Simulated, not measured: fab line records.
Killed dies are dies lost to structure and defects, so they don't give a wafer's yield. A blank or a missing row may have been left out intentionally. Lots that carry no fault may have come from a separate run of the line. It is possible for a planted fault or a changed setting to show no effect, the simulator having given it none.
Chamber matching / flow nand_harc / ald_metal-02 running NHARC_A_BLC_ALD_23: 4 sister chambers
The step deposits TiN, target thk 3 nm, pulse time 1 s, ald cycles 150. 16 wafers are shown with their chamber, then 8 later ones without.

== EACH WAFER AND ITS CHAMBER ==
wafer=L076.2; chamber=1; heater_power_w (W)=1305; precursor_pulse_height_rel=1.005
wafer=L076.3; chamber=2; heater_power_w (W)=1248; precursor_pulse_height_rel=1.002
wafer=L076.6; chamber=2; heater_power_w (W)=1238; precursor_pulse_height_rel=1.014
wafer=L077.1; chamber=0; heater_power_w (W)=1035; precursor_pulse_height_rel=1.023
wafer=L077.4; chamber=3; heater_power_w (W)=1251; precursor_pulse_height_rel=0.983
wafer=L077.5; chamber=0; heater_power_w (W)=1036; precursor_pulse_height_rel=0.981
wafer=L078.1; chamber=2; heater_power_w (W)=1234; precursor_pulse_height_rel=1.008
wafer=L078.3; chamber=1; heater_power_w (W)=1356; precursor_pulse_height_rel=1.014
wafer=L078.4; chamber=0; heater_power_w (W)=1050; precursor_pulse_height_rel=1.025
wafer=L082.1; chamber=0; heater_power_w (W)=1029; precursor_pulse_height_rel=1.010
wafer=L082.2; chamber=3; heater_power_w (W)=1244; precursor_pulse_height_rel=0.967
wafer=L082.6; chamber=0; heater_power_w (W)=1016; precursor_pulse_height_rel=0.974
wafer=L083.3; chamber=3; heater_power_w (W)=1292; precursor_pulse_height_rel=1.047
wafer=L083.4; chamber=2; heater_power_w (W)=1237; precursor_pulse_height_rel=1.002
wafer=L083.5; chamber=1; heater_power_w (W)=1305; precursor_pulse_height_rel=1.016
wafer=L088.1; chamber=3; heater_power_w (W)=1279; precursor_pulse_height_rel=0.986

SIGNATURES, as means of the wafers listed above
reading=heater_power_w; chamber 0=1033.20; chamber 1=1322.00; chamber 2=1239.25; chamber 3=1266.50; scatter within a chamber=18.3
reading=precursor_pulse_height_rel; chamber 0=1.00260; chamber 1=1.01167; chamber 2=1.00650; chamber 3=0.99575; scatter within a chamber=0.0226
Rule: for a wafer and a chamber, the distance is found by dividing, reading by reading, the gap between the wafer's reading and the chamber's mean by the reading's scatter, squaring, summing and taking the root. The wafer belongs to the nearest chamber; if the next one is less than 2 further off, it can't be placed. The scatter: the root of (the sum of the squares of (reading less its chamber's mean) over the shown wafers, divided by (wafers less chambers)).

== WAFERS MISSING THEIR CHAMBER ==
wafer=L088.3; heater_power_w (W)=1048; precursor_pulse_height_rel=1.029
wafer=L088.6; heater_power_w (W)=1011; precursor_pulse_height_rel=1.001
wafer=L091.3; heater_power_w (W)=1232; precursor_pulse_height_rel=1.036
wafer=L091.4; heater_power_w (W)=1331; precursor_pulse_height_rel=1.012
wafer=L091.5; heater_power_w (W)=1255; precursor_pulse_height_rel=0.986
wafer=L093.1; heater_power_w (W)=1006; precursor_pulse_height_rel=1.007
wafer=L093.3; heater_power_w (W)=1289; precursor_pulse_height_rel=0.998
wafer=L093.5; heater_power_w (W)=1322; precursor_pulse_height_rel=0.971

== THE CHAMBER EACH PASSED THROUGH ==
wafer=L088.3; from the rows above=0; in truth=0
wafer=L088.6; from the rows above=0; in truth=0
wafer=L091.3; from the rows above=can't be placed: 2 or 3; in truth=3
wafer=L091.4; from the rows above=1; in truth=1
wafer=L091.5; from the rows above=can't be placed: 3 or 2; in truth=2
wafer=L093.1; from the rows above=0; in truth=0
wafer=L093.3; from the rows above=can't be placed: 3 or 1 or 2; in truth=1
wafer=L093.5; from the rows above=can't be placed: 1 or 3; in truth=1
Placed correctly: 4 of 8. From these rows, 4 cannot be placed; in 4 the true chamber is one of the candidates. 0 placed wrongly.
